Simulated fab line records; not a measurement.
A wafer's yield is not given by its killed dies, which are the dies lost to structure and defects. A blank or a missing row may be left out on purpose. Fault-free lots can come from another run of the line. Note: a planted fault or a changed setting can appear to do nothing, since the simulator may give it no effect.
What tool caused it? | flow nand-harc | 12 lots, 36 wafers sampled, at 5 steps of a route of 1159

== WHAT THE GAUGES READ, wafer by wafer ==
NHARC_END_SORT_01. Usual: killed-at-array 29, standard deviation 10; killed-at-other 0.7, standard deviation 1.1; killed-at-periphery 3.3, standard deviation 2.4; killed-dies 33, standard deviation 11; killed-open 3.3, standard deviation 2; killed-short 1.9, standard deviation 1.3.
lot  | measured     | on        | killed-at-array | killed-at-other | killed-at-periphery | killed-dies | killed-open | killed-short | flag
L975 | day 22 01:53 | prober-01 | 30 30 27        | 0 0 0           | 1 2 0               | 31 32 27    | 2 4 1       | 3 2 1        |
L976 | day 23 22:22 | prober-01 | 29 37 25        | 2 1 1           | 4 7 5               | 35 45 31    | 2 9 2       | 0 2 1        |
L979 | day 23 21:31 | prober-02 | 40 35 27        | 0 1 0           | 4 4 5               | 44 40 32    | 5 5 5       | 2 2 1        |
L981 | day 24 05:45 | prober-02 | 40 40 50        | 0 3 0           | 2 2 7               | 42 45 57    | 1 4 5       | 3 3 1        |
L983 | day 24 16:13 | prober-01 | 32 29           | 0 1             | 5 0                 | 37 30       | 2 2         | 1 1          |

== WHAT TOOL EACH LOT RAN ON (gives the tool, then ch and the chambers of the sampled wafers, and finally the start) ==
lot  | NHARC_P_ZERO_WELL_PECVD_02     | NHARC_P_ZERO_WELL_DESCUM_13       | NHARC_P_ZERO_WELL_DESCUM_54       | NHARC_P_STI_CMP_21
L965 | pecvd-04 ch 1,2, day 1 12:28   | rie-diel-10 ch 1,2,3, day 1 13:32 | rie-diel-04 ch 0,1, day 1 17:47   | cmp-03 ch 2,3, day 3 02:44
L967 | pecvd-03 ch 0,1, day 2 00:34   | rie-diel-04 ch 0,3, day 2 01:31   | rie-diel-10 ch 2,3, day 2 08:33   | cmp-04 ch 0,1, day 4 01:23
L969 | pecvd-04 ch 0,1,2, day 2 12:33 | rie-diel-04 ch 1,2,3, day 2 13:29 | rie-diel-04 ch 2,3, day 2 18:10   | cmp-03 ch 0,2, day 4 09:41
L970 | pecvd-04 ch 0,1,2, day 2 18:29 | rie-diel-10 ch 1,2,3, day 2 19:19 | rie-diel-10 ch 0,3, day 2 23:50   | cmp-04 ch 0,1,2, day 4 09:44
L973 | pecvd-03 ch 0,2, day 3 12:26   | rie-diel-09 ch 1,2, day 3 13:24   | rie-diel-04 ch 0,1,2, day 3 17:56 | cmp-03 ch 2,3, day 5 10:11
L975 | pecvd-03 ch 0,1,2, day 4 00:31 | rie-diel-09 ch 2,3, day 4 01:25   | rie-diel-10 ch 0,1, day 4 05:56   | cmp-03 ch 0,2,3, day 5 14:40
L976 | pecvd-03 ch 0,1,2, day 4 06:29 | rie-diel-10 ch 0,1,3, day 4 07:25 | rie-diel-04 ch 2,3, day 4 11:56   | cmp-01 ch 2,3, day 6 13:14
L978 | pecvd-02 ch 0,1,2, day 4 18:28 | rie-diel-04 ch 0,2,3, day 4 19:17 | rie-diel-04 ch 0,1,3, day 4 23:50 | cmp-04 ch 1,2,3, day 6 13:12
L979 | pecvd-03 ch 0,1, day 5 00:26   | rie-diel-04 ch 0,1,2, day 5 01:23 | rie-diel-09 ch 0,1,2, day 5 06:01 | cmp-03 ch 1,2,3, day 6 17:45
L980 | pecvd-03 ch 0,1,2, day 5 06:35 | rie-diel-04 ch 0,1, day 5 07:31   | rie-diel-09 ch 1,2, day 5 12:16   | cmp-01 ch 2,3, day 7 07:00
L981 | pecvd-03 ch 1,2, day 5 12:31   | rie-diel-10 ch 0,2,3, day 5 13:28 | rie-diel-09 ch 0,2, day 5 17:56   | cmp-03 ch 0,3, day 7 06:59
L983 | pecvd-04 ch 0,1,2, day 6 00:27 | rie-diel-04 ch 0,2, day 6 01:18   | rie-diel-10 ch 0,1,2, day 6 05:43 | cmp-04 ch 0,1,2, day 7 19:23
- NHARC_P_ZERO_WELL_PECVD_02: deposits SiO2, target thk 10 nm.
- NHARC_P_ZERO_WELL_DESCUM_13: chemistry O2, time 3 s.
- NHARC_P_ZERO_WELL_DESCUM_54: chemistry O2, time 3 s.
- NHARC_P_STI_CMP_21: polishes, t overpolish 20 s, target thk 380.67 nm.

== WHAT THE TOOLS THEMSELVES READ (means of the sampled wafers that have a number; where no wafer has one, the mark that the record gives instead) ==
NHARC_P_ZERO_WELL_PECVD_02. Usual: chamber-pressure-Torr reads 6.500 Torr (standard deviation 0.013).
lot  | tool     | chamber-pressure-Torr (Torr) | flag
L965 | pecvd-04 | 6.494                        |
L967 | pecvd-03 | 6.499                        |
L969 | pecvd-04 | 6.511                        |
L970 | pecvd-04 | 6.516                        |
L973 | pecvd-03 | 6.489                        |
L975 | pecvd-03 | 6.499                        |
L976 | pecvd-03 | 6.500                        |
L978 | pecvd-02 | 6.507                        |
L979 | pecvd-03 | 6.491                        |
L980 | pecvd-03 | -                            | OFF
L981 | pecvd-03 | -                            | OFF
L983 | pecvd-04 | 6.504                        |

NHARC_P_ZERO_WELL_DESCUM_13. Usual: drypump-motor-current-A 6.0 A, standard deviation 0.41; oes-product-au 1.002 a.u., standard deviation 0.012; rf-vpp-V 58.0 V, standard deviation 0.86; showerhead-plenum-p-Torr 1.95 Torr, standard deviation 0.054; throttle-valve-pct 11.312 %, standard deviation 0.0094.
lot  | tool        | drypump-motor-current-A (A) | oes-product-au (a.u.) | rf-vpp-V (V) | showerhead-plenum-p-Torr (Torr) | throttle-valve-pct (%) | flag
L965 | rie-diel-10 | 6.1                         | 1.015                 | 58.1         | 1.99                            | 11.306                 |
L967 | rie-diel-04 | 6.3                         | 0.993                 | 57.7         | 1.93                            | 11.317                 |
L969 | rie-diel-04 | 6.3                         | 1.001                 | 58.0         | 1.90                            | 11.311                 |
L970 | rie-diel-10 | 6.1                         | 1.014                 | 58.5         | 1.99                            | 11.310                 |
L973 | rie-diel-09 | 5.5                         | 1.009                 | 58.2         | 1.93                            | 11.309                 |
L975 | rie-diel-09 | 5.7                         | 1.001                 | 58.5         | 1.92                            | 11.314                 |
L976 | rie-diel-10 | 6.0                         | 1.009                 | 58.1         | 2.00                            | 11.310                 |
L978 | rie-diel-04 | 6.3                         | 1.005                 | 58.6         | 1.92                            | 11.316                 |
L979 | rie-diel-04 | 6.1                         | 1.006                 | 57.6         | 1.90                            | 11.302                 |
L980 | rie-diel-04 | 6.0                         | 1.004                 | 58.5         | 1.90                            | 11.311                 |
L981 | rie-diel-10 | 6.1                         | 0.994                 | 58.2         | 1.98                            | 11.303                 |
L983 | rie-diel-04 | 6.2                         | 1.012                 | 58.1         | 1.92                            | 11.299                 |

NHARC_P_ZERO_WELL_DESCUM_54. Usual: drypump-motor-current-A 6.0 A, standard deviation 0.44; oes-product-au 1.004 a.u., standard deviation 0.013; rf-vpp-V 57.9 V, standard deviation 0.86; showerhead-plenum-p-Torr 1.95 Torr, standard deviation 0.053; throttle-valve-pct 11.311 %, standard deviation 0.0095.
lot  | tool        | drypump-motor-current-A (A) | oes-product-au (a.u.) | rf-vpp-V (V) | showerhead-plenum-p-Torr (Torr) | throttle-valve-pct (%) | flag
L965 | rie-diel-04 | 6.0                         | 0.998                 | 57.9         | 1.92                            | 11.305                 |
L967 | rie-diel-10 | 6.3                         | 1.013                 | 58.5         | 1.97                            | 11.306                 |
L969 | rie-diel-04 | 6.4                         | 0.991                 | 58.4         | 1.90                            | 11.309                 |
L970 | rie-diel-10 | 6.3                         | 1.017                 | 57.6         | 2.02                            | 11.311                 |
L973 | rie-diel-04 | 6.1                         | 0.998                 | 58.0         | 1.90                            | 11.314                 |
L975 | rie-diel-10 | 5.7                         | 1.000                 | 57.6         | 1.97                            | 11.299                 |
L976 | rie-diel-04 | 6.4                         | 0.984                 | 58.6         | 1.92                            | 11.311                 |
L978 | rie-diel-04 | 6.1                         | 1.002                 | 58.3         | 1.92                            | 11.310                 |
L979 | rie-diel-09 | 5.6                         | 1.008                 | 58.4         | 1.96                            | 11.314                 |
L980 | rie-diel-09 | 5.5                         | 1.005                 | 57.6         | 1.93                            | 11.308                 |
L981 | rie-diel-09 | 5.2                         | 1.002                 | 58.7         | 2.01                            | 11.314                 |
L983 | rie-diel-10 | 5.8                         | 1.004                 | 58.6         | 1.96                            | 11.314                 |

NHARC_P_STI_CMP_21. Usual: motor-current-A 12.3 A, standard deviation 1.4; overpolish-run-s 20.001 s, standard deviation 0.0084.
lot  | tool   | motor-current-A (A) | overpolish-run-s (s) | flag
L965 | cmp-03 | 12.5                | 20.001               |
L967 | cmp-04 | 11.1                | 20.001               |
L969 | cmp-03 | 13.5                | 20.001               |
L970 | cmp-04 | 11.3                | 20.008               |
L973 | cmp-03 | 12.4                | 20.000               |
L975 | cmp-03 | 13.4                | 19.998               |
L976 | cmp-01 | 12.2                | 19.997               |
L978 | cmp-04 | 11.8                | 19.993               |
L979 | cmp-03 | 12.7                | 20.000               |
L980 | cmp-01 | 12.2                | 20.012               |
L981 | cmp-03 | 14.5                | 20.003               |
L983 | cmp-04 | 11.3                | 20.002               |

== THE ANSWER, worked out from the rows above alone ==
Rule: take the mean of a lot's wafers that have a number; if it is more than 3 standard deviations from the usual mean, the lot is off. A lot without any number at a reading at which 4 lots or more have one is off too. All remaining lots with rows at the step are treated as sound. The gauges are gone through in route order, then the tools' own readings, and for those a lot's mean is taken as printed above. The first step at which some lot is off is used, and at that step the reading that is off furthest; a lot without a number counts as furthest.
Off, at NHARC_P_ZERO_WELL_PECVD_02 on chamber-pressure-Torr: L980, L981. Without a number there: L980, L981.
If a tool, at that step or one of the process steps before it, ran each lot that is off and ran no sound lot following the first of them, it fits. One fits: NHARC_P_ZERO_WELL_PECVD_02 on pecvd-03. Its last sound lot is L979 (day 5 00:26), its first lot that is off L980 (day 5 06:35): a fault that began between those two fits.
Blank at NHARC_P_ZERO_WELL_PECVD_02 on the lots that are off, where sound lots have numbers: chamber-pressure-Torr.

== WHAT THE SIMULATOR HAD PUT IN ==
Beginning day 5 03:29, the whole step at NHARC_P_ZERO_WELL_PECVD_02 was skipped on pecvd-03. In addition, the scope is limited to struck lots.
Struck lots among those shown: L981, L980. Same finding as the rule above.
